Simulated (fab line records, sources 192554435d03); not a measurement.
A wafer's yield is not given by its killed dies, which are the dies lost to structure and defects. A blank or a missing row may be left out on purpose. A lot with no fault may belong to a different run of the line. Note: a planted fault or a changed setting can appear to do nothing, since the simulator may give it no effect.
fab line records | flow n5-finfet | part 1 of 2: steps 1 to 25 of 35
[record] lots = 5 wafers = 15 last-day = 18
route steps=1938 shown BEOL_M10@1517 BEOL_M11@1536
lots that met no fault: taken from a fault-free run of the same line
start-h: the number of hours between the record's first day and the start of the first shown wafer of the lot | wait-h: hours elapsed since this lot's preceding step | " as in the row above | L1.1+2: a single row standing in for several wafers | - no value, or no start was given | * or withheld: withheld | < > ~ a bound
route shown NAME@n: a module of which the file shows steps, and the number in the route of the first | usual: mean/standard deviation taken from wafers without a fault | same: alike in all rows | chamber/n: place in a boat | sites: per-site readings | _std_site: their standard deviation | _edge_site: mean of outer sites minus mean of inner sites | radius-mm: how far each site lies from the wafer's centre | mask NAME#n: copy n | behind: the last tool/chamber to shape the wafer | hold: why the lot went on hold/how many hours it stayed there/how the hold came to an end | device: names the non-switching transistor (n, p or np) | end of line: at the end of the route, the tests of the same wafers | for a step that has no rows: nothing shown but its recipe | killed: dies that structure and defects cost at the first sort, which is not the same as the wafer's yield | map: a wafer's dies, marking killed ones x, the rest . and places with no die _
set.NAME: the setting as run; set.NAME@STEP: as run at that earlier step | model.NAME: the simulator's own value behind a step, which no gauge read
lots at selected steps of the route; one table per step, one row per wafer
services: a tool's chamber out of use, with start hour (start-h, from the record's first day; less than 0 if before it), hours out, and reason
[[steps]]
[step N5_BEOL_M10_SRD_40]
[recipe] time-s = 30 temp-c = 23 rinse-liquid = diw dry = ipa-marangoni
// columns lot.wafer tool chamber start-h wait-h
L077.1+2+6 wet-bench-01 6,1,4 229.86 0.0
L085.3+4+5 wet-bench-04 2,4,1 284.87 0.0
L088.3+4+6 wet-bench-04 2,7,3 311.47 0.0
L095.1+2+3 wet-bench-04 3,6,5 343.27 0.0
L096.2+4+6 wet-bench-01 7,4,5 368.06 0.0
[step N5_BEOL_M10_PRECLEAN_42]
[recipe] chemistry = residue-remover time-s = 60 temp-c = 40
// columns lot.wafer tool chamber start-h wait-h
L077.1+2+6 wet-bench-01 6,1,4 229.90 0.0
L085.3+4+5 wet-bench-04 2,4,1 284.88 0.0
L088.3+4+6 wet-bench-04 2,7,3 311.48 0.0
L095.1+2+3 wet-bench-04 3,6,5 343.29 0.0
L096.2+4+6 wet-bench-01 7,4,5 368.07 0.0
[step N5_BEOL_M10_SRD_43]
[recipe] time-s = 30 temp-c = 23 rinse-liquid = diw dry = ipa-marangoni
// columns lot.wafer tool chamber start-h wait-h
L077.1+2+6 wet-bench-01 6,1,4 229.93 0.0
L085.3+4+5 wet-bench-04 2,4,1 284.90 0.0
L088.3+4+6 wet-bench-04 2,7,3 311.50 0.0
L095.1+2+3 wet-bench-04 3,6,5 343.30 0.0
L096.2+4+6 wet-bench-01 7,4,5 368.09 0.0
[step N5_BEOL_M10_CD_MEAS_35]
[recipe] target-cd-nm = 70 polarity = opening
[usual] cd-nm = 70.0/0.9
// columns lot.wafer tool chamber start-h wait-h cd-nm
L077.1 cd-sem-02 - 229.99 0.0 70.0
L077.2 " - " " 71.8
L077.6 " - " " 70.9
L085.3 cd-sem-02 - 284.94 0.0 69.2
L085.4 " - " " 68.5
L085.5 " - " " 68.8
L088.3 cd-sem-01 - 311.54 0.0 71.7
L088.4 " - " " 72.4
L088.6 " - " " 71.1
L095.1 cd-sem-03 - 343.34 0.0 71.6
L095.2 " - " " 70.4
L095.3 " - " " 69.8
L096.2 cd-sem-01 - 368.13 0.0 69.2
L096.4 " - " " 69.2
L096.6 " - " " 69.8
[step N5_BEOL_M10_CURE_72]
[recipe] temp-c = 370 time-s = 120 ambient = DMADMS/He material = SiCOH_lowk
[usual] lamp-power-pct = 52.31/0.056 wafer_temp_C_max = 371.7/0.54
// columns lot.wafer tool chamber start-h wait-h lamp-power-pct wafer_temp_C_max
L077.1 uv-cure-03 2 230.03 0.0 52.30 372.3
L077.2 " 2 " " 52.36 371.5
L077.6 " 2 " " 52.22 371.6
L085.3 uv-cure-01 2 285.08 0.1 52.29 370.9
L085.4 " 2 " " 52.22 370.9
L085.5 " 2 " " 52.30 371.5
L088.3 uv-cure-01 2 311.68 0.1 52.27 371.5
L088.4 " 2 " " 52.30 371.3
L088.6 " 2 " " 52.35 371.5
L095.1 uv-cure-01 1 343.38 0.0 52.32 371.0
L095.2 " 1 " " 52.35 371.2
L095.3 " 1 " " 52.37 372.2
L096.2 uv-cure-02 1 368.65 0.5 52.33 370.7
L096.4 " 1 " " 52.25 371.2
L096.6 " 1 " " 52.36 371.1
[step N5_BEOL_M10_DEGAS_44]
[recipe] ambient = vacuum temp-c = 250 time-s = 60
[usual] heater-power-w = 333/34
// columns lot.wafer tool chamber start-h wait-h heater-power-w
L077.1 pvd-sputter-02 - 230.56 0.5 356
L077.2 " - " " 349
L077.6 " - " " 339
L085.3 pvd-sputter-03 - 285.34 0.2 343
L085.4 " - " " 247
L085.5 " - " " 410
L088.3 pvd-sputter-02 - 312.83 1.1 322
L088.4 " - " " 323
L088.6 " - " " 320
L095.1 pvd-sputter-01 - 344.37 0.9 389
L095.2 " - " " 322
L095.3 " - " " 294
L096.2 pvd-sputter-01 - 368.98 0.3 296
L096.4 " - " " 313
L096.6 " - " " 297
[step N5_BEOL_M10_PRE_CLEAN_45]
[recipe] gas = H2/He time-s = 30 temp-c = 250
[usual] heater-power-w = 333/34
// columns lot.wafer tool chamber start-h wait-h heater-power-w
L077.1 pvd-sputter-02 - 230.60 0.0 360
L077.2 " - " " 342
L077.6 " - " " 353
L085.3 pvd-sputter-03 - 285.38 0.0 340
L085.4 " - " " 248
L085.5 " - " " 406
L088.3 pvd-sputter-02 - 312.87 0.0 334
L088.4 " - " " 322
L088.6 " - " " 320
L095.1 pvd-sputter-01 - 344.42 0.0 387
L095.2 " - " " 323
L095.3 " - " " 293
L096.2 pvd-sputter-01 - 369.02 0.0 293
L096.4 " - " " 316
L096.6 " - " " 292
[step N5_BEOL_M10_ALD_74]
[recipe] material = TaN target-thk-a = 20 temp-c = 275 ald-precursor-family = PDMAT ald-co-reactant = NH3 pressure-torr = 3 carrier-flow-sccm = 1500 pulse-time-s = 2 purge-time-s = 3 co-reactant-purge-time-s = 2 co-reactant-pulse-time-s = 3 ald-cycles = 40 precursor-vessel-temp-c = 75 precursor-vessel-pressure-torr = 26.25 precursor-vessel-carrier-sccm = 1000
[usual] heater-power-w = 432/30
[same] pulse-time-s = 2
// columns lot.wafer tool chamber start-h wait-h heater-power-w
L077.1 ald-metal-03 0 230.66 0.0 469
L077.2 " 2 " " 423
L077.6 " 1 " " 448
L085.3 ald-metal-03 3 285.63 0.2 436
L085.4 " 2 " " 418
L085.5 " 3 " " 420
L088.3 ald-metal-03 0 312.93 0.0 469
L088.4 " 2 " " 424
L088.6 " 0 " " 459
L095.1 ald-metal-02 0 344.54 0.1 360
L095.2 " 3 " " 395
L095.3 " 1 " " 438
L096.2 ald-metal-03 0 369.31 0.3 471
L096.4 " 1 " " 441
L096.6 " 3 " " 440
[step N5_BEOL_M10_SURFACE_TREAT_76]
[recipe] gas = Ar time-s = * ion-energy-ev = * ion-current-ma-cm2 = 0.5 pressure-mtorr = * ar-flow-sccm = 30
[usual] throttle-valve-pct = *
// columns lot.wafer tool chamber start-h wait-h throttle-valve-pct
L077.1 pvd-sputter-02 - 230.96 0.2 *
L077.2 " - " " *
L077.6 " - " " *
L085.3 pvd-sputter-03 - 286.00 0.2 *
L085.4 " - " " *
L085.5 " - " " *
L088.3 pvd-sputter-02 - 313.25 0.2 *
L088.4 " - " " *
L088.6 " - " " *
L095.1 pvd-sputter-01 - 344.96 0.3 *
L095.2 " - " " *
L095.3 " - " " *
L096.2 pvd-sputter-03 - 369.93 0.5 *
L096.4 " - " " *
L096.6 " - " " *
[step N5_BEOL_M10_CVD_75]
[recipe] material = Co target-thk-a = 20 temp-c = withheld precursor = CCTBA/H2 pressure-torr = 30 time-s = 138.9
// columns lot.wafer tool chamber start-h wait-h
L077.1+2+6 cvd-co-02 2,0,0 231.04 0.1
L085.3+4+5 cvd-co-01 1,1,2 286.34 0.3
L088.3+4+6 cvd-co-02 2,1,0 313.31 0.0
L095.1+2+3 cvd-co-01 1,2,0 345.02 0.0
L096.2+4+6 cvd-co-01 0,0,2 370.18 0.2
[step N5_BEOL_M10_SPUTTER_48]
[recipe] material = Cu target-thk-a = 120 temp-c = -20 bias-v = 60 power-w = 26000 chamber-pressure-pa = 0.13 time-s = 2
[usual] chuck-sensor-temp-C = -15.9/0.36 throttle-valve-pct = 29.5/0.91
// columns lot.wafer tool chamber start-h wait-h chuck-sensor-temp-C throttle-valve-pct
L077.1 pvd-sputter-02 - 231.22 0.1 -16.0 30.3
L077.2 " - " " -16.1 29.0
L077.6 " - " " -16.0 30.0
L085.3 pvd-sputter-02 - 287.84 1.4 -16.5 31.9
L085.4 " - " " -16.0 28.8
L085.5 " - " " -15.9 28.8
L088.3 pvd-sputter-03 - 313.44 0.1 -15.6 28.7
L088.4 " - " " -15.8 28.7
L088.6 " - " " -16.4 29.3
L095.1 pvd-sputter-01 - 345.32 0.2 -16.1 29.0
L095.2 " - " " -15.6 28.6
L095.3 " - " " -16.1 28.8
L096.2 pvd-sputter-02 - 370.76 0.5 -15.9 30.0
L096.4 " - " " -15.6 30.0
L096.6 " - " " -16.0 29.1
[step N5_BEOL_M10_ECD_50]
[recipe] material = Cu target-thk-a = 3180
// columns lot.wafer tool chamber start-h wait-h
L077.1+2+6 ecd-cu-01 1,0,0 231.34 0.1
L085.3+4+5 ecd-cu-01 0,1,0 287.99 0.1
L088.3+4+6 ecd-cu-01 1,0,0 313.63 0.2
L095.1+2+3 ecd-cu-01 1,0,0 345.44 0.1
L096.2+4+6 ecd-cu-01 1 370.88 0.1
[step N5_BEOL_M10_ANNEAL_51]
[recipe] temp-c = 225 time-s = 90 ambient = N2
[usual] wafer_temp_C_max = 226.6/0.39
// columns lot.wafer tool chamber start-h wait-h wafer_temp_C_max
L077.1 rtp-anneal-02 0 231.45 0.1 226.8
L077.2 " 0 " " 226.5
L077.6 " 0 " " 226.6
L085.3 rtp-anneal-02 0 288.34 0.3 226.2
L085.4 " 0 " " 226.7
L085.5 " 0 " " 226.4
L088.3 rtp-anneal-01 0 313.81 0.1 226.3
L088.4 " 0 " " 226.6
L088.6 " 0 " " 226.3
L095.1 rtp-anneal-01 0 345.55 0.1 226.5
L095.2 " 0 " " 226.2
L095.3 " 0 " " 226.4
L096.2 rtp-anneal-02 0 371.03 0.1 227.0
L096.4 " 0 " " 226.5
L096.6 " 0 " " 226.8
[step N5_BEOL_M10_CMP_52]
[recipe] stop-on = SiCOH_lowk t-overpolish-s = 7 down-force-psi = 1 platen-rpm = 50 clearing-platen-down-force-psi = 1.5 clearing-platen-rpm = 50 post-cmp-clean = cu-alkaline target-thk-nm = 140 clearing-platen-pad-velocity-m-s = 0.99484 pad-velocity-m-s = 0.99484
[usual] barrier-field-endpoint-s = 29.3/0.92 edge-zone-pressure-frac = 1.000/0.0049 motor-current-A = 6.2/0.84 overpolish-run-s = 7.001/0.0089 time-to-endpoint-s = 66/4.5
[same] t-overpolish-s = 7
// columns lot.wafer tool chamber start-h wait-h barrier-field-endpoint-s edge-zone-pressure-frac motor-current-A overpolish-run-s time-to-endpoint-s
L077.1 cmp-01 0 231.74 0.3 30.5 1.002 6.7 7.006 73
L077.2 " 1 " " 29.3 1.004 6.6 7.009 69
L077.6 " 1 " " 30.2 0.996 6.2 6.998 68
L085.3 cmp-04 3 288.60 0.2 27.9 0.995 5.7 6.996 61
L085.4 " 2 " " 30.2 0.997 5.2 7.012 66
L085.5 " 3 " " 28.8 0.997 5.5 7.010 62
L088.3 cmp-03 2 314.01 0.2 27.9 0.998 6.2 6.992 63
L088.4 " 0 " " 29.1 0.996 5.5 7.017 65
L088.6 " 2 " " 28.1 1.000 6.2 6.997 63
L095.2 cmp-04 2 345.85 0.2 28.3 0.998 5.4 7.001 61
L095.3 " 3 " " 28.0 1.001 5.8 7.023 60
L095.1 " 0 " " 29.2 0.994 6.0 6.998 67
L096.4 cmp-03 3 371.28 0.1 28.8 1.004 5.1 6.999 67
L096.2 " 0 " " 28.2 1.002 5.7 6.999 62
L096.6 " 3 " " 28.7 1.005 5.3 6.992 62
[step N5_BEOL_M10_THK_MEAS_53]
[recipe] thk-meas-gauge = xrf reads = Cu_of_BEOL_M10_ECD_50
[usual] M10_THK = 140/4.5
// columns lot.wafer tool chamber start-h wait-h M10_THK[nm]
L077.1 film-metro-01 - 232.04 - 147
L077.2 " - " " 139
L077.6 " - " " 143
L085.3 film-metro-02 - 288.90 - 134
L085.4 " - " " 135
L085.5 " - " " 139
L088.3 film-metro-01 - 314.31 - 135
L088.4 " - " " 139
L088.6 " - " " 144
L095.1 film-metro-02 - 346.15 - 151
L095.2 " - " " 140
L095.3 " - " " 140
L096.2 film-metro-02 - 371.58 - 140
L096.4 " - " " 141
L096.6 " - " " 141
[step N5_BEOL_M10_PRE_CLEAN_55]
[recipe] gas = NH3 time-s = 15 temp-c = withheld rf-power-w = 300
// columns lot.wafer tool chamber start-h wait-h
L077.1+2+6 pecvd-01 2,1,1 232.08 0.0
L085.3+4+5 pecvd-03 2,0,0 288.94 0.0
L088.3+4+6 pecvd-03 0,2,1 314.35 0.0
L095.1+2+3 pecvd-03 0,1,2 346.18 0.0
L096.2+4+6 pecvd-03 0,1,0 371.62 0.0
[step N5_BEOL_M10_DEP_56]
[recipe] material = SiCN target-thk-a = 150 temp-c = withheld precursor = 3MS/NH3 pressure-torr = 3 rf-w = 202 time-s = 26.5
[usual] showerhead-plenum-p-Torr = 3.672/0.013 showerhead-vpp-V = 881/39 throttle-valve-pct = 8.7/0.32
// columns lot.wafer tool chamber start-h wait-h showerhead-plenum-p-Torr showerhead-vpp-V throttle-valve-pct
L077.1 pecvd-01 2 232.10 0.0 3.669 940 8.8
L077.2 " 1 " " 3.678 904 8.7
L077.6 " 1 " " 3.669 885 8.7
L085.3 pecvd-03 2 288.99 0.0 3.679 853 8.2
L085.4 " 0 " " 3.688 854 9.4
L085.5 " 0 " " 3.688 859 9.2
L088.3 pecvd-03 0 314.37 0.0 3.685 868 8.7
L088.4 " 2 " " 3.681 854 8.4
L088.6 " 1 " " 3.669 933 8.6
L095.1 pecvd-03 0 346.21 0.0 3.683 863 8.9
L095.2 " 1 " " 3.676 925 8.8
L095.3 " 2 " " 3.681 864 8.5
L096.2 pecvd-03 0 371.64 0.0 3.691 860 9.1
L096.4 " 1 " " 3.676 931 8.5
L096.6 " 0 " " 3.690 863 9.2
[step N5_BEOL_M10_RS_MEAS_57]
[recipe] thk-meas-gauge = four-point-probe reads = Cu_of_BEOL_M10_ECD_50+Co_of_BEOL_M10_CVD_75+TaN_of_BEOL_M10_ALD_74
[usual] M10_RS = 0.151/0.005
// columns lot.wafer tool chamber start-h wait-h M10_RS[ohm/sq]
L077.1 film-metro-02 - 232.17 0.1 0.144
L077.2 " - " " 0.153
L077.6 " - " " 0.149
L085.3 film-metro-02 - 289.07 0.1 0.157
L085.4 " - " " 0.155
L085.5 " - " " 0.150
L088.3 film-metro-02 - 314.45 0.1 0.157
L088.4 " - " " 0.153
L088.6 " - " " 0.148
L095.1 film-metro-01 - 346.28 0.1 0.138
L095.2 " - " " 0.150
L095.3 " - " " 0.151
L096.2 film-metro-02 - 371.71 0.1 0.152
L096.4 " - " " 0.150
L096.6 " - " " 0.151
[step N5_BEOL_M10_INSPECT_58]
[recipe] inspect-instrument = darkfield mode = post-dep
[usual] raw-defect-count = 76/23
// columns lot.wafer tool chamber start-h wait-h raw-defect-count
L077.1 defect-inspect-02 - 232.20 0.0 59
L077.2 " - " " 63
L077.6 " - " " 59
L085.3 defect-inspect-02 - 289.09 0.0 104
L085.4 " - " " 98
L085.5 " - " " 77
L088.3 defect-inspect-02 - 314.47 0.0 71
L088.4 " - " " 44
L088.6 " - " " 48
L095.1 defect-inspect-02 - 346.31 0.0 89
L095.2 " - " " 49
L095.3 " - " " 68
L096.2 defect-inspect-01 - 371.74 0.0 82
L096.4 " - " " 85
L096.6 " - " " 99
[step N5_BEOL_M11_ILD_DEP_00]
[recipe] material = SiCOH_lowk target-thk-a = 3085.1 temp-c = 300 precursor = DEMS/porogen pressure-torr = 5 rf-w = 500 time-s = 58
[usual] heater-power-w = 305/35 showerhead-plenum-p-Torr = 5.737/0.013 showerhead-vpp-V = 1373/73 throttle-valve-pct = 13.6/0.6
// columns lot.wafer tool chamber start-h wait-h heater-power-w showerhead-plenum-p-Torr showerhead-vpp-V throttle-valve-pct
L077.1 pecvd-04 2 232.24 0.0 355 5.742 1368 12.3
L077.2 " 1 " " 277 5.717 1374 13.4
L077.6 " 1 " " 289 5.713 1355 13.3
L085.3 pecvd-04 1 289.13 0.0 289 5.723 1351 13.2
L085.4 " 0 " " 233 5.729 1475 13.2
L085.5 " 1 " " 282 5.713 1347 13.0
L088.3 pecvd-01 0 314.51 0.0 291 5.734 1296 13.6
L088.4 " 0 " " 302 5.749 1295 13.5
L088.6 " 1 " " 271 5.762 1406 13.2
L095.1 pecvd-01 1 346.34 0.0 318 5.770 1410 13.3
L095.2 " 0 " " 321 5.753 1286 13.5
L095.3 " 2 " " 259 5.723 1466 13.5
L096.2 pecvd-02 0 371.78 0.0 243 5.733 1263 14.0
L096.4 " 2 " " 294 5.725 1356 13.8
L096.6 " 1 " " 376 5.744 1411 14.6
[step N5_BEOL_M11_CURE_71]
[recipe] temp-c = 385 time-s = 240 ambient = He/Ar material = SiCOH_lowk
[usual] lamp-power-pct = 52.31/0.047 wafer_temp_C_max = 386.8/0.56
// columns lot.wafer tool chamber start-h wait-h lamp-power-pct wafer_temp_C_max
L077.1 uv-cure-02 0 232.32 0.0 52.38 386.9
L077.2 " 0 " " 52.30 387.0
L077.6 " 0 " " 52.34 387.3
L085.3 uv-cure-03 0 289.37 0.2 52.31 387.4
L085.4 " 0 " " 52.34 387.1
L085.5 " 0 " " 52.26 386.5
L088.3 uv-cure-02 1 314.91 0.4 52.31 386.3
L088.4 " 1 " " 52.30 386.5
L088.6 " 1 " " 52.24 386.5
L095.1 uv-cure-03 0 346.75 0.4 52.29 387.5
L095.2 " 0 " " 52.33 387.5
L095.3 " 0 " " 52.29 387.4
L096.2 uv-cure-01 0 371.93 0.1 52.31 387.2
L096.4 " 0 " " 52.22 386.5
L096.6 " 0 " " 52.27 386.4
[step N5_BEOL_M11_THK_MEAS_01]
[recipe] reads = SiCOH_lowk_of_BEOL_M11_ILD_DEP_00
[usual] M11_ILD_THK = 267/4
// columns lot.wafer tool chamber start-h wait-h M11_ILD_THK[nm]
L077.1 film-metro-01 - 232.83 0.4 266
L077.2 " - " " 262
L077.6 " - " " 268
L085.3 film-metro-02 - 289.72 0.3 264
L085.4 " - " " 266
L085.5 " - " " 266
L088.3 film-metro-02 - 315.58 0.5 263
L088.4 " - " " 270
L088.6 " - " " 266
L095.1 film-metro-01 - 347.27 0.4 267
L095.2 " - " " 266
L095.3 " - " " 270
L096.2 film-metro-02 - 372.46 0.4 274
L096.4 " - " " 273
L096.6 " - " " 272
[step N5_BEOL_M11_PECVD_70]
[recipe] material = SiO2 target-thk-a = 200 temp-c = 400 precursor = TEOS/O2 pressure-torr = 5.5 rf-w = 450 teos-flow-sccm = 53.8 gas = O2 flow-sccm = 3000 time-s = 22.7
[usual] heater-power-w = 699/65 showerhead-plenum-p-Torr = 8.76/0.05 showerhead-vpp-V = 1311/68 throttle-valve-pct = 21.6/0.87
// columns lot.wafer tool chamber start-h wait-h heater-power-w showerhead-plenum-p-Torr showerhead-vpp-V throttle-valve-pct
L077.1 pecvd-01 0 232.87 0.0 715 8.78 1194 22.1
L077.2 " 2 " " 596 8.78 1381 22.0
L077.6 " 2 " " 587 8.79 1406 21.9
L085.3 pecvd-04 0 289.76 0.0 670 8.74 1400 21.3
L085.4 " 0 " " 649 8.75 1410 21.4
L085.5 " 2 " " 758 8.78 1305 20.1
L088.3 pecvd-04 1 315.62 0.0 758 8.71 1266 21.4
L088.4 " 2 " " 820 8.77 1276 20.4
L088.6 " 0 " " 647 8.75 1409 21.2
L095.1 pecvd-02 0 347.30 0.0 724 8.76 1206 22.6
L095.2 " 1 " " 839 8.78 1314 23.5
L095.3 " 2 " " 739 8.73 1272 22.5
L096.2 pecvd-01 2 372.49 0.0 659 8.80 1364 22.2
L096.4 " 0 " " 721 8.81 1200 21.8
L096.6 " 2 " " 670 8.77 1388 22.0
[step N5_BEOL_M11_HM_DEP_02]
[recipe] material = TiN target-thk-a = 200 temp-c = 25 chamber-pressure-pa = 0.49996
[usual] throttle-valve-pct = 29.3/0.82
// columns lot.wafer tool chamber start-h wait-h throttle-valve-pct
L077.1 pvd-sputter-01 - 236.40 3.5 29.1
L077.2 " - " " 28.4
L077.6 " - " " 29.9
L085.3 pvd-sputter-01 - 291.23 1.5 29.6
L085.4 " - " " 28.6
L085.5 " - " " 28.8
L088.3 pvd-sputter-03 - 315.75 0.1 29.1
L088.4 " - " " 28.7
L088.6 " - " " 28.9
L095.1 pvd-sputter-02 - 347.52 0.2 29.0
L095.2 " - " " 30.0
L095.3 " - " " 31.8
L096.2 pvd-sputter-02 - 374.41 1.9 31.7
L096.4 " - " " 29.0
L096.6 " - " " 30.0
[step N5_BEOL_M11_COAT_59]
[recipe] resist = SOC temp-c = 250 time-s = 60 spin-rpm = 1500 resist-thk-nm = 100
[usual] resist-line-temp-C = 23.01/0.095
// columns lot.wafer tool chamber start-h wait-h resist-line-temp-C
L077.1 litho-track-04 0 236.53 0.1 22.96
L077.2 " 0 " " 23.20
L077.6 " 0 " " 23.11
L085.3 litho-track-03 0 291.36 0.1 22.86
L085.4 " 0 " " 22.87
L085.5 " 0 " " 23.00
L088.3 litho-track-04 0 315.88 0.1 23.18
L088.4 " 0 " " 23.02
L088.6 " 0 " " 23.04
L095.1 litho-track-04 0 347.65 0.1 22.92
L095.2 " 0 " " 22.92
L095.3 " 0 " " 22.89
L096.2 litho-track-05 0 374.54 0.1 23.04
L096.4 " 0 " " 22.88
L096.6 " 0 " " 23.10
